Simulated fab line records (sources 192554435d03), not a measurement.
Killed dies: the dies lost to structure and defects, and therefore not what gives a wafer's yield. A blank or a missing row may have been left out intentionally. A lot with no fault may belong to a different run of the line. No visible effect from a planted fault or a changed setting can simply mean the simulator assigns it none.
Matching of chambers / flow n5Finfet / pecvd-01 running N5_BEOL_M5_DEP_56: 3 sister chambers
The step deposits SiCN from 3MS/NH3, target thk 8 nm, time 14 s. 3 wafers are shown with their chamber, then 12 later ones without.

WAFERS, EACH WITH ITS CHAMBER
wafer=L089.2; chamber=2; throttleValvePct (%)=8.2
wafer=L089.4; chamber=0; throttleValvePct (%)=8.5
wafer=L089.6; chamber=1; throttleValvePct (%)=9.8

WAFERS WITH NO CHAMBER GIVEN
wafer=L092.2; throttleValvePct (%)=8.6
wafer=L092.5; throttleValvePct (%)=9.5
wafer=L092.6; throttleValvePct (%)=8.4
wafer=L094.4; throttleValvePct (%)=9.5
wafer=L094.5; throttleValvePct (%)=7.9
wafer=L094.6; throttleValvePct (%)=9.6
wafer=L095.1; throttleValvePct (%)=8.1
wafer=L095.5; throttleValvePct (%)=9.6
wafer=L095.6; throttleValvePct (%)=8.3
wafer=L097.1; throttleValvePct (%)=9.7
wafer=L097.4; throttleValvePct (%)=8.2
wafer=L097.5; throttleValvePct (%)=9.3

CHAMBER TAKEN BY EACH
wafer=L092.2; from the rows above=can't be placed: 0 or 2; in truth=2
wafer=L092.5; from the rows above=1; in truth=1
wafer=L092.6; from the rows above=can't be placed: 0 or 2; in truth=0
wafer=L094.4; from the rows above=1; in truth=1
wafer=L094.5; from the rows above=can't be placed: 2 or 0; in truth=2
wafer=L094.6; from the rows above=1; in truth=1
wafer=L095.1; from the rows above=can't be placed: 2 or 0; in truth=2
wafer=L095.5; from the rows above=1; in truth=1
wafer=L095.6; from the rows above=can't be placed: 2 or 0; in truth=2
wafer=L097.1; from the rows above=1; in truth=1
wafer=L097.4; from the rows above=can't be placed: 2 or 0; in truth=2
wafer=L097.5; from the rows above=can't be placed: 1 or 0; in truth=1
5 of 12 placed correctly. From these rows, 7 cannot be placed; in 7 the true chamber is one of the candidates. 0 placed wrongly.
How it was worked out, from the rows above alone: a wafer's distance from a chamber is the root of the sum, over the readings, of the square of ((its reading less the chamber's mean) divided by the reading's scatter). The wafer belongs to the nearest chamber; if the next one is less than 2 further off, it can't be placed. A chamber's mean is the mean of its shown wafers. The scatter: root of mean squared gap, hidden wafer to nearest shown wafer, with one shown wafer a chamber.
